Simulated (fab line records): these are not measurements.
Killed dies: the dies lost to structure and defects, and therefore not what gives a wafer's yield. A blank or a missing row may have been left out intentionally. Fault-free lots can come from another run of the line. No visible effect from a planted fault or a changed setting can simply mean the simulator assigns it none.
Which of the tools did it?    flow nand-harc    11 lots, 33 wafers sampled, at 6 steps of a route of 1302

## WHAT THE GAUGES READ, wafer by wafer
NHARC_A_M1_OVL_MEAS_10: pitch 240 nm. Usual: overlay-x-nm 0.1 nm, standard deviation 0.84; overlay-y-nm -0.2 nm, standard deviation 0.86.
lot   measured      on          overlay-x-nm (nm)  overlay-y-nm (nm)  flag
L551  day 23 10:14  overlay-01  -0.9 -1.0 -0.4     0.1 0.2 0.3        
L556  day 24 14:30  overlay-01  0.7 -0.5 0.3       1.1 1.3 0.8        
L557  day 25 13:10  overlay-01  -0.1 -0.6 0.0      -0.2 -0.7 -0.8     
L559  day 27 01:33  overlay-02  -0.3 -0.5 0.2      -2.0 -2.4 -2.5     
L560  day 27 07:41  overlay-02  -0.5 0.5 0.5       0.5 0.6 0.5        
L565  day 28 20:51  overlay-01  32.8 33.0 32.6     -0.7 -1.0 -0.4     OFF
L570  day 31 23:49  overlay-01  0.2 0.5 0.3        0.7 0.8 0.4        
L571  day 32 00:57  overlay-01  34.3 33.6 33.5     0.0 -0.3 -0.7      OFF
L572  day 32 02:14  overlay-01  -0.3 -0.1 -0.1     -0.7 -0.3 -0.6     
L573  day 32 22:01  overlay-02  -0.8 -0.7 -0.7     1.4 1.4 2.0        
L574  day 32 23:50  overlay-01  -1.8 -1.7 -1.5     0.4 -0.1 0.1       

NHARC_END_SORT_01. Usual: defect-limited-yield 91 %, standard deviation 3.1; killed-at-array 53, standard deviation 21; killed-at-other 1.0, standard deviation 1.3; killed-at-periphery 3.8, standard deviation 2.4; killed-dies 58, standard deviation 21; killed-open 3.4, standard deviation 1.9; killed-short 2.4, standard deviation 1.5; sort_bin_2_pct 3.0 %, standard deviation 1.3; sort_bin_3_pct 0.6 %, standard deviation 0.39; sort_bin_4_pct 4.9 %, standard deviation 1.8; sort-n-pass 619, standard deviation 21; sort-rim-yield-pct 88 %, standard deviation 5.3; sort-yield-pct 91 %, standard deviation 3.1.
lot   measured      on         defect-limited-yield (%)  killed-at-array  killed-at-other  killed-at-periphery  killed-dies  killed-open  killed-short  sort_bin_2_pct (%)  sort_bin_3_pct (%)  sort_bin_4_pct (%)  sort-n-pass  sort-rim-yield-pct (%)  sort-yield-pct (%)  flag
L560  day 28 23:31  prober-01  91 92 92                  51 49 51         4 1 2            3 5 3                58 55 56     4 5 5        1 2 7         3.0 3.2 3.0         0.4 0.6 0.6         5.2 4.3 4.7         619 622 621  86 86 86                91 92 92            

## TOOL THAT RAN EACH LOT (tool first, then ch and the chambers of the sampled wafers, then the start)
lot   NHARC_A_M0_PVD_21                        NHARC_A_M1_EXPOSE_06                NHARC_A_M1_ETCH_28                             NHARC_A_M1_DEGAS_29
L551  pvd-sputter-02, day 23 10:01 or earlier  arfi-scanner-03 ch 0, day 23 10:01  rie-diel-10 ch 1,2,3, day 23 11:22 or earlier  pvd-sputter-02, day 23 11:22
L556  pvd-sputter-01, day 24 14:16 or earlier  arfi-scanner-02 ch 0, day 24 14:16  rie-diel-12 ch 1,3, day 24 15:38 or earlier    pvd-sputter-01, day 24 15:38
L557  pvd-sputter-03, day 25 12:56 or earlier  arfi-scanner-03 ch 0, day 25 12:56  rie-diel-10 ch 0,1, day 25 14:16 or earlier    pvd-sputter-02, day 25 14:16
L559  pvd-sputter-02, day 27 01:19 or earlier  arfi-scanner-02 ch 0, day 27 01:19  rie-diel-10 ch 1,2,3, day 27 02:40 or earlier  pvd-sputter-01, day 27 02:40
L560  pvd-sputter-01, day 27 07:27 or earlier  arfi-scanner-02 ch 0, day 27 07:27  rie-diel-03 ch 0,1,2, day 27 08:50 or earlier  pvd-sputter-01, day 27 08:50
L565  pvd-sputter-03, day 28 20:38 or earlier  arfi-scanner-02 ch 0, day 28 20:38  rie-diel-10 ch 1,2,3, day 28 21:58 or earlier  pvd-sputter-01, day 28 21:58
L570  pvd-sputter-02, day 31 23:35 or earlier  arfi-scanner-01 ch 0, day 31 23:35  rie-diel-03 ch 2,3, day 32 00:58 or earlier    pvd-sputter-03, day 32 00:58
L571  pvd-sputter-03, day 32 00:43 or earlier  arfi-scanner-02 ch 0, day 32 00:43  rie-diel-03 ch 0,2,3, day 32 02:07 or earlier  pvd-sputter-02, day 32 02:07
L572  pvd-sputter-01, day 32 02:00 or earlier  arfi-scanner-03 ch 0, day 32 02:00  rie-diel-12 ch 0,1,3, day 32 03:27 or earlier  pvd-sputter-03, day 32 03:27
L573  pvd-sputter-02, day 32 21:47 or earlier  arfi-scanner-03 ch 0, day 32 21:47  rie-diel-10 ch 0,1, day 32 23:08 or earlier    pvd-sputter-03, day 32 23:08
L574  pvd-sputter-03, day 32 23:36 or earlier  arfi-scanner-01 ch 0, day 32 23:36  rie-diel-12 ch 1,3, day 33 00:58 or earlier    pvd-sputter-03, day 33 00:58
- NHARC_A_M0_PVD_21: deposits Cu, target thk 30 nm, time 20.49 s.
- NHARC_A_M1_EXPOSE_06: exposes mask A M1, target cd 120 nm.
- NHARC_A_M1_ETCH_28: etches the open film in CF4/N2, target depth 30 nm, time 72.99 s.
- NHARC_A_M1_DEGAS_29: time 60 s.

## AS READ BY THE TOOLS THEMSELVES (means over the sampled wafers that have a number; for cases with no such wafer, the mark the record gives instead)
NHARC_A_M0_PVD_21. Usual: throttle-valve-pct at 30.2 %, with a standard deviation of 1.3.
lot   tool            throttle-valve-pct (%)  flag
L551  pvd-sputter-02  30.3                    
L556  pvd-sputter-01  31.3                    
L557  pvd-sputter-03  30.4                    
L559  pvd-sputter-02  30.8                    
L560  pvd-sputter-01  29.4                    
L565  pvd-sputter-03  29.3                    
L570  pvd-sputter-02  29.9                    
L571  pvd-sputter-03  30.2                    
L572  pvd-sputter-01  29.3                    
L573  pvd-sputter-02  30.2                    
L574  pvd-sputter-03  29.7                    

NHARC_A_M1_ETCH_28. Usual: drypump-motor-current-A 5.6 A, standard deviation 0.45; mfc-ar-sccm 150.0 sccm, standard deviation 0.43; oes-product-au 0.998 a.u., standard deviation 0.0069; rf-vpp-V 313.2 V, standard deviation 1.5; showerhead-plenum-p-Torr 2.57 Torr, standard deviation 0.075; throttle-valve-pct 19.794 %, standard deviation 0.0095.
lot   tool         drypump-motor-current-A (A)  mfc-ar-sccm (sccm)  oes-product-au (a.u.)  rf-vpp-V (V)  showerhead-plenum-p-Torr (Torr)  throttle-valve-pct (%)  flag
L551  rie-diel-10  5.4                          150.0               0.995                  314.0         2.60                             19.798                  
L556  rie-diel-12  5.7                          150.1               1.001                  312.7         2.50                             19.799                  
L557  rie-diel-10  5.8                          149.6               1.001                  313.2         2.59                             19.784                  
L559  rie-diel-10  5.4                          149.7               1.001                  313.9         2.59                             19.799                  
L560  rie-diel-03  5.5                          149.9               0.998                  312.2         2.51                             19.791                  
L565  rie-diel-10  5.4                          150.2               0.996                  313.8         2.59                             19.789                  
L570  rie-diel-03  5.2                          150.5               1.000                  313.0         2.58                             19.795                  
L571  rie-diel-03  5.2                          149.8               1.003                  313.1         2.55                             19.803                  
L572  rie-diel-12  5.9                          150.3               0.993                  312.6         2.50                             19.795                  
L573  rie-diel-10  5.4                          150.1               1.005                  314.2         2.59                             19.792                  
L574  rie-diel-12  5.7                          150.2               1.003                  311.7         2.50                             19.792                  

NHARC_A_M1_DEGAS_29. Usual: heater-power-w at 329 W, with a standard deviation of 35.
lot   tool            heater-power-w (W)  flag
L551  pvd-sputter-02  329                 
L556  pvd-sputter-01  328                 
L557  pvd-sputter-02  378                 
L559  pvd-sputter-01  329                 
L560  pvd-sputter-01  312                 
L565  pvd-sputter-01  324                 
L570  pvd-sputter-03  326                 
L571  pvd-sputter-02  344                 
L572  pvd-sputter-03  312                 
L573  pvd-sputter-03  315                 
L574  pvd-sputter-03  346                 

## THE ANSWER, worked out from the rows above alone
Rule: a lot is off if the mean of its wafers that have a number lies more than 3 standard deviations from the usual mean. Also off: a lot with no number at a reading for which 4 or more lots have one. Where the step has rows for the other lots, those lots are counted as sound. After the gauges, taken in route order, come the tools' own readings; for these a lot's mean is taken, as printed above. The first step at which some lot is off is used, and at that step the reading that is off furthest; a lot without a number counts as furthest.
Off at NHARC_A_M1_OVL_MEAS_10 (overlay-x-nm): L565, L571.
If a tool, at a process step before that reading, ran all the lots that are off and no sound lot after the first of them, it fits. Those tools and the gauges at NHARC_A_M1_OVL_MEAS_10 are tried in the same way. With no start given for some of its lots, NHARC_A_M0_PVD_21 uses the hours and lot order of NHARC_A_M1_EXPOSE_06. One candidate fits, namely arfi-scanner-02 at NHARC_A_M1_EXPOSE_06. Its last sound lot is L560 (day 27 07:27), its first lot that is off L565 (day 28 20:38): a fault that began between those two fits.

## WHAT THE SIMULATOR HAD INSERTED
Scanner matching overlay: arfi-scanner-02, from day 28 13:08 on, at NHARC_A_M1_EXPOSE_06. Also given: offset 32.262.
Shown lots that were struck: L565, L571. This agrees with what the rule above found.
